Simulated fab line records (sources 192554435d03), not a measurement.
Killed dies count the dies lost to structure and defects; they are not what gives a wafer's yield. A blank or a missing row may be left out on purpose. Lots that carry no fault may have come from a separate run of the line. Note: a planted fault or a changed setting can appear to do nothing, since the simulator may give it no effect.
Matching of chambers | flow n5_finfet | ald_sin-03 running N5_MOL_CONTACT_COAG_ALD_123: 4 sister chambers
The step deposits SiNx, target thk 5 nm, pulse time 1 s, purge time 2 s. 8 wafers are shown with their chamber, then 7 later ones without.

== WAFERS WITH THEIR CHAMBER ==
wafer  | chamber | heater_power_w (W) | precursor_pulse_height_rel
L629.6 | 1       | 812                | 1.025
L636.5 | 2       | 710                | 1.029
L637.1 | 0       | 830                | 0.998
L637.2 | 2       | 728                | 1.007
L637.4 | 1       | 795                | 1.009
L642.4 | 3       | 854                | 1.022
L642.6 | 3       | 864                | 1.026
L649.2 | 0       | 823                | 1.024

== WAFERS WITH NO CHAMBER GIVEN ==
wafer  | heater_power_w (W) | precursor_pulse_height_rel
L649.5 | 829                | 1.031
L650.2 | 860                | 1.013
L650.3 | 836                | 1.020
L650.4 | 825                | 1.022
L651.2 | 700                | 1.017
L651.3 | 814                | 0.995
L651.4 | 863                | 0.980

== CHAMBER TAKEN BY EACH ==
wafer  | from the rows above          | in truth
L649.5 | can't be placed: 0 or 1 or 3 | 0
L650.2 | 3                            | 3
L650.3 | can't be placed: 0 or 3      | 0
L650.4 | can't be placed: 0 or 1      | 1
L651.2 | 2                            | 2
L651.3 | can't be placed: 0 or 1      | 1
L651.4 | can't be placed: 3 or 0      | 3
Placed correctly: 2 of 7. These rows do not allow placing 5 (true chamber among the candidates in 5). 0 placed wrongly.
How it was worked out, from the rows above alone: a wafer's distance from a chamber is the root of the sum, over the readings, of the square of ((its reading less the chamber's mean) divided by the reading's scatter). If the next closest chamber is less than 2 further off than the closest, the wafer can't be placed; otherwise it belongs to the closest. Each chamber's mean is taken over the wafers shown for it. The scatter: the root of (the sum of the squares of (reading less its chamber's mean) over the shown wafers, divided by (wafers less chambers)).
